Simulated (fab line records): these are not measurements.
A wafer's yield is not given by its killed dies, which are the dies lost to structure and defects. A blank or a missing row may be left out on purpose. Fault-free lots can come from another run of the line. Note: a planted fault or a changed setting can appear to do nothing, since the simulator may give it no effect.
fab line records | flow nandHarc
[record] lots = 14 wafers = 42 lastDay = 24
route steps=1159 shown A_STAIRCASE@567 THIN_TSV@1124 END@1159
lots untouched by any fault: they come from a run of this same line in which no faults occurred
startH: hours from the record's first day to the start of the lot's first wafer shown | waitH: hours from the lot's prior step to this one | " repeats the value in the row above | L1.1+2: a single row standing in for several wafers | - no value, or no start was given | * or withheld: withheld | < > ~ a bound
route shown NAME@n: names a module that has steps shown in the file, with the first one's number in the route | usual: mean and standard deviation over wafers with no fault | same: alike in all rows | chamber/n: place in a boat | sites: per-site readings | _std_site: the standard deviation of these | _edge_site: mean of outer sites minus mean of inner sites | radiusMm: how far each site lies from the wafer's centre | mask NAME#n: copy n | behind: the most recent tool/chamber to have shaped the wafer | hold: the reason the lot was held/the length of the hold in hours/how it ended | device: which transistor (n, p or np) failed to switch | end of line: at the end of the route, the tests of the same wafers | where a step has no rows: the recipe by itself | killed: at the first sort, the dies lost to defects and structure; wafer yield is something else | map: per-die view of a wafer (x killed, . not killed, _ where there is no die)
set.NAME: the run value of the setting; set.NAME@STEP: its run value at that earlier step | model.NAME: the simulator's own value behind a step, which no gauge read
a sample of lots followed through the steps of the route, with each step as a table and each wafer as a row
services: the hour from which a tool's chamber was out of use, counted from the record's first day as startH (under 0 if before that day), plus the number of hours and why
[[steps]]
[step NHARC_A_STAIRCASE_STRIP_148]
[recipe] timeS = 900 tempC = 130 chemistry = SPM
[usual] bathGuardTempC = 130.0/0.62
[same] timeS = 900
// columns lot.wafer tool chamber startH waitH bathGuardTempC
L746.5 wetBench-07 2 238.48 0.1 129.3
L746.6 " 4 " " 130.0
L746.1 " 7 " " 129.9
L747.4 wetBench-09 5 238.76 0.2 129.8
L747.2 " 6 " " 130.5
L747.1 " 0 " " 129.9
L751.1 wetBench-09 5 259.27 0.3 129.6
L751.5 " 7 " " 129.6
L751.4 " 0 " " 129.6
L750.4 wetBench-09 1 267.74 0.2 129.9
L750.2 " 3 " " 130.8
L750.5 " 4 " " 131.6
L754.2 wetBench-09 3 285.02 0.3 130.7
L754.6 " 5 " " 129.3
L754.3 " 0 " " 129.8
L756.1 wetBench-09 3 313.56 0.3 131.0
L756.2 " 5 " " 129.7
L756.5 " 7 " " 129.8
L759.2 wetBench-04 1 316.05 0.3 130.4
L759.3 " 2 " " 131.3
L759.1 " 5 " " 129.9
L762.2 wetBench-07 2 328.05 0.3 129.4
L762.6 " 4 " " 129.8
L762.3 " 7 " " 129.9
L760.6 wetBench-04 2 328.20 0.1 131.1
L760.3 " 6 " " 130.4
L760.2 " 7 " " 130.1
L763.6 wetBench-04 6 337.15 0.1 130.1
L763.3 " 7 " " 130.3
L763.4 " 2 " " 130.9
L765.2 wetBench-04 6 347.40 0.3 130.4
L765.3 " 2 " " 130.6
L765.5 " 3 " " 129.5
L766.1 wetBench-07 4 361.40 0.3 130.1
L766.4 " 7 " " 130.1
L766.6 " 0 " " 131.0
L768.6 wetBench-04 3 374.12 0.1 129.1
L768.1 " 4 " " 130.0
L768.4 " 5 " " 129.5
L769.6 wetBench-04 5 381.09 0.1 129.4
L769.4 " 0 " " 129.5
L769.1 " 2 " " 131.0
[step NHARC_THIN_TSV_DEP_47]
[recipe] targetThkA = 2000 tempC = withheld pressureTorr = 6.5 rfW = 900 teosFlowSccm = 161.4 flowSccm = 2650 targetThkNm = 200 gas = O2 material = SiO2
[usual] throttleValvePct = 16.1/0.36
// columns lot.wafer tool chamber startH waitH throttleValvePct
L747.1 pecvd-02 0 428.30 - 16.6
L747.2 " 1 " " 15.4
L747.4 " 0 " " 16.4
L746.1 pecvd-02 2 430.41 - 16.1
L746.5 " 1 " " 15.5
L746.6 " 0 " " 16.8
L751.1 pecvd-02 1 436.47 - 15.9
L751.4 " 0 " " 16.5
L751.5 " 2 " " 16.3
L750.2 pecvd-02 2 466.68 - 16.2
L750.4 " 0 " " 16.5
L750.5 " 1 " " 15.6
L754.2 pecvd-02 0 477.14 - 16.4
L754.3 " 1 " " 15.9
L754.6 " 2 " " 16.3
L756.2 pecvd-02 0 502.44 - 16.7
L756.1 " 2 " " 16.2
L756.5 " 1 " " 15.4
L759.2 pecvd-02 1 505.77 - 15.7
L759.3 " 2 " " 16.5
L759.1 " 0 " " 16.8
L760.2 pecvd-03 1 518.79 - 15.7
L760.3 " 0 " " 16.1
L760.6 " 2 " " 16.5
L762.2 pecvd-01 0 532.13 - 15.9
L762.3 " 1 " " 16.1
L762.6 " 0 " " 15.8
L763.3 pecvd-03 0 535.82 - 16.1
L763.4 " 1 " " 15.9
L763.6 " 0 " " 16.2
L765.3 pecvd-03 2 542.70 - 16.5
L765.2 " 0 " " 15.9
L765.5 " 1 " " 15.7
L766.1 pecvd-01 2 553.82 - 16.5
L766.4 " 1 " " 15.9
L766.6 " 0 " " 16.1
L769.1 pecvd-03 0 559.64 - 16.4
L769.4 " 1 " " 15.7
L769.6 " 2 " " 16.5
L768.1 pecvd-03 2 562.03 - 16.1
L768.4 " 1 " " 15.9
L768.6 " 0 " " 16.1
[step NHARC_THIN_TSV_PVD_51]
[recipe] targetThkA = 1000 chamberPressurePa = 5 material = Cu
[usual] chamberPressurePa = 5.002/0.0098 throttleValvePct = 29.9/0.92
// columns lot.wafer tool chamber startH waitH chamberPressurePa throttleValvePct
L747.4 pvdSputter-01 - - - 5.001 30.6
L747.2 " - " " 4.999 29.3
L747.1 " - " " 5.005 31.2
L746.1 pvdSputter-03 - - - 5.006 31.9
L746.5 " - " " 4.994 30.0
L746.6 " - " " 5.008 31.7
L751.4 pvdSputter-02 - - - 5.009 29.2
L751.1 " - " " 5.002 28.7
L751.5 " - " " 4.999 29.4
L750.4 pvdSputter-02 - - - 4.988 29.3
L750.2 " - " " 5.003 31.5
L750.5 " - " " 5.006 28.7
L754.3 pvdSputter-02 - - - 5.005 28.8
L754.2 " - " " 5.017 29.8
L754.6 " - " " 5.002 31.2
L756.2 pvdSputter-01 - - - 5.003 30.8
L756.1 " - " " 4.983 30.8
L756.5 " - " " 5.004 31.1
L759.1 pvdSputter-03 - - - 4.987 29.5
L759.3 " - " " 5.007 29.9
L759.2 " - " " 5.002 30.3
L760.2 pvdSputter-02 - - - 5.007 28.8
L760.3 " - " " 5.014 29.8
L760.6 " - " " 4.997 29.3
L762.3 pvdSputter-02 - - - 5.015 29.0
L762.2 " - " " 5.002 28.7
L762.6 " - " " 5.002 31.3
L763.4 pvdSputter-03 - - - 5.005 28.8
L763.3 " - " " 5.010 30.7
L763.6 " - " " 4.996 29.8
L765.2 pvdSputter-01 - - - 5.003 31.1
L765.3 " - " " 5.016 29.1
L765.5 " - " " 4.999 29.6
L766.1 pvdSputter-01 - - - 5.013 29.2
L766.4 " - " " 4.993 30.8
L766.6 " - " " 5.013 29.1
L769.1 pvdSputter-02 - - - 5.009 28.6
L769.4 " - " " 5.005 29.9
L769.6 " - " " 4.995 29.2
L768.4 pvdSputter-02 - - - 5.004 28.9
L768.1 " - " " 5.014 29.6
L768.6 " - " " 5.023 28.8
[step NHARC_THIN_TSV_CD_MEAS_37]
[usual] cdNm = 5002/3.2
// columns lot.wafer tool chamber startH waitH cdNm
L747.1 cdSem-02 - 434.44 - 5005
L747.2 " - " " 5004
L747.4 " - " " 4998
L746.1 cdSem-03 - 436.04 - 5004
L746.5 " - " " 5004
L746.6 " - " " 5001
L751.1 cdSem-01 - 442.16 - 5002
L751.4 " - " " 5000
L751.5 " - " " 4998
L750.2 cdSem-02 - 472.10 - 4997
L750.4 " - " " 5002
L750.5 " - " " 4999
L754.2 cdSem-02 - 482.97 - 5003
L754.3 " - " " 5000
L754.6 " - " " 5004
L756.1 cdSem-01 - 507.94 - 5002
L756.2 " - " " 5000
L756.5 " - " " 4999
L759.1 cdSem-01 - 511.27 - 5005
L759.2 " - " " 5009
L759.3 " - " " 5007
L760.2 cdSem-02 - 524.28 - 5004
L760.3 " - " " 5002
L760.6 " - " " 5005
L762.2 cdSem-01 - 537.81 - 4999
L762.3 " - " " 5003
L762.6 " - " " 5002
L763.3 cdSem-01 - 541.28 - 5006
L763.4 " - " " 5009
L763.6 " - " " 5007
L765.2 cdSem-03 - 548.87 - 5001
L765.3 " - " " 5001
L765.5 " - " " 4999
L766.1 cdSem-02 - 559.55 - 4997
L766.4 " - " " 5004
L766.6 " - " " 4999
L769.1 cdSem-03 - 565.28 - 5001
L769.4 " - " " 4998
L769.6 " - " " 5003
L768.1 cdSem-03 - 567.52 - 5003
L768.4 " - " " 5004
L768.6 " - " " 5005
[step NHARC_END_SORT_01]
[recipe] tempC = 25
[usual] killedAtArray = 28/11 killedAtOther = 0.6/0.85 killedAtPeriphery = 2.8/2.3 killedDies = 31/11 killedOpen = 3.1/1.6 killedShort = 2.0/1.4
[same] grossDies = 677
// columns lot.wafer tool chamber startH waitH killedAtArray killedAtOther killedAtPeriphery killedDies killedOpen killedShort
L754.2 prober-01 0 491.16 2.7 113 0 1 114 3 2
L754.3 prober-01 0 491.95 3.0 122 1 0 123 3 2
L754.6 prober-01 0 494.30 3.9 73 0 0 73 2 3
L756.1 prober-01 0 515.53 2.5 100 1 5 106 1 0
L756.2 prober-01 0 516.32 2.8 45 0 2 47 3 1
L756.5 prober-01 0 518.71 3.7 76 2 1 79 4 2
// killed by level:class
L754.2 A_STAIRCASE:unspecified=83 A_CHANNEL_HOLE_D1:chamberFilmFlake=13 A_STAIRCASE:chamberFilmFlake=8 A_CONTACT:chamberFilmFlake=3 A_CONTACT:geometricParticle:open=2 A_SLIT:chamberFilmFlake=2 P_STI:geometricParticle:open=1 A_ONON_D1:geometricParticle:short=1
L754.3 A_STAIRCASE:unspecified=94 A_CHANNEL_HOLE_D1:chamberFilmFlake=9 A_SLIT:chamberFilmFlake=7 A_CONTACT:chamberFilmFlake=4 A_STAIRCASE:chamberFilmFlake=3 A_CHANNEL_HOLE_D1:geometricParticle:short=1 A_CHANNEL_FILL_D1:geometricParticle:open=1 A_CHANNEL_FILL_D1:geometricParticle:short=1
L754.6 A_STAIRCASE:unspecified=31 A_CHANNEL_HOLE_D1:chamberFilmFlake=16 A_SLIT:chamberFilmFlake=12 A_STAIRCASE:chamberFilmFlake=9 A_WL_FILL:geometricParticle:short=2 A_WL_FILL:geometricParticle:open=2 A_ONON_D1:geometricParticle:short=1
L756.1 A_STAIRCASE:unspecified=92 P_M2:chamberFilmFlake=4 A_CONTACT:chamberFilmFlake=4 A_STAIRCASE:chamberFilmFlake=3 P_M1:geometricParticle:open=1 A_SLIT:chamberFilmFlake=1 THIN_TSV:chamberFilmFlake=1
L756.2 A_STAIRCASE:unspecified=28 A_STAIRCASE:chamberFilmFlake=6 A_CONTACT:chamberFilmFlake=4 A_CHANNEL_HOLE_D1:chamberFilmFlake=3 P_CONTACT:geometricParticle:open=1 A_CHANNEL_FILL_D1:geometricParticle:open=1 A_CHANNEL_FILL_D1:geometricParticle:short=1 A_M0:geometricParticle:open=1
L756.5 A_STAIRCASE:unspecified=55 A_STAIRCASE:chamberFilmFlake=5 A_CHANNEL_HOLE_D1:chamberFilmFlake=4 A_CONTACT:chamberFilmFlake=3 A_SGD_CUT:geometricParticle:open=2 A_WL_FILL:chamberFilmFlake=2 A_CHANNEL_FILL_D1:geometricParticle:short=1 A_CONTACT:geometricParticle:short=1
[[services]]
// columns tool chamber startH hours kind
pecvd-02 2 262.31 14.6 repair
pecvd-03 - 263.20 0.8 repair
pvdSputter-02 - 265.20 1.2 repair
wetBench-07 - 272.01 8.0 pm
pvdSputter-03 - 280.00 10.0 pm
wetBench-09 - 288.80 8.0 pm
pecvd-03 - 292.49 13.0 pm
pvdSputter-03 - 315.94 1.4 repair
pvdSputter-01 - 322.58 1.5 repair
pecvd-02 - 334.01 13.0 pm
pvdSputter-01 - 336.06 10.0 pm
wetBench-04 - 339.20 8.0 pm
wetBench-04 - 364.34 1.2 repair
pvdSputter-02 - 392.01 10.0 pm
pecvd-02 - 405.67 0.5 repair
pecvd-03 0 425.95 13.7 repair
pecvd-03 - 464.41 2.5 repair
wetBench-09 - 464.80 8.0 pm
pecvd-03 - 473.55 13.0 pm
pecvd-03 - 499.83 0.5 repair
pvdSputter-01 - 514.06 10.0 pm
pecvd-02 - 515.01 13.0 pm
wetBench-04 - 515.20 8.0 pm
wetBench-04 - 547.88 3.4 repair
[[key]]
[firstSign] step = NHARC_END_SORT_01 reading = killedAtArray direction = up sigmas = 5.3 usual = 28 struck = 88
[effect] step = NHARC_END_SORT_01 reading = killedDies direction = up sigmas = 5.1 usual = 31 struck = 90
[moreKillsBornAt] NHARC_A_STAIRCASE_STRIP_148@wetBench-09 = 383
metAt NHARC_A_STAIRCASE_STRIP_148
struckLots L754,L756
testerLeftOut L754,L756
notActingAt NHARC_THIN_TSV_DEP_47,NHARC_THIN_TSV_PVD_51,NHARC_THIN_TSV_CD_MEAS_37
onsetBetween 267.74 285.02
[fault] kind = chamberParticleSource tool = wetBench-09 chamber = - onsetH = 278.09 steps = NHARC_A_STAIRCASE_STRIP_148 ratePerVisitCm2 = 0.88358 endH = 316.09
// testerLeftOut: of these lots the tester's yield and bins aren't shown, on N5 and GAA mostly nor the transistor test; their killed dies are dies lost to structure and defects alone, not to doping, threshold or leakage, so they don't give the yield
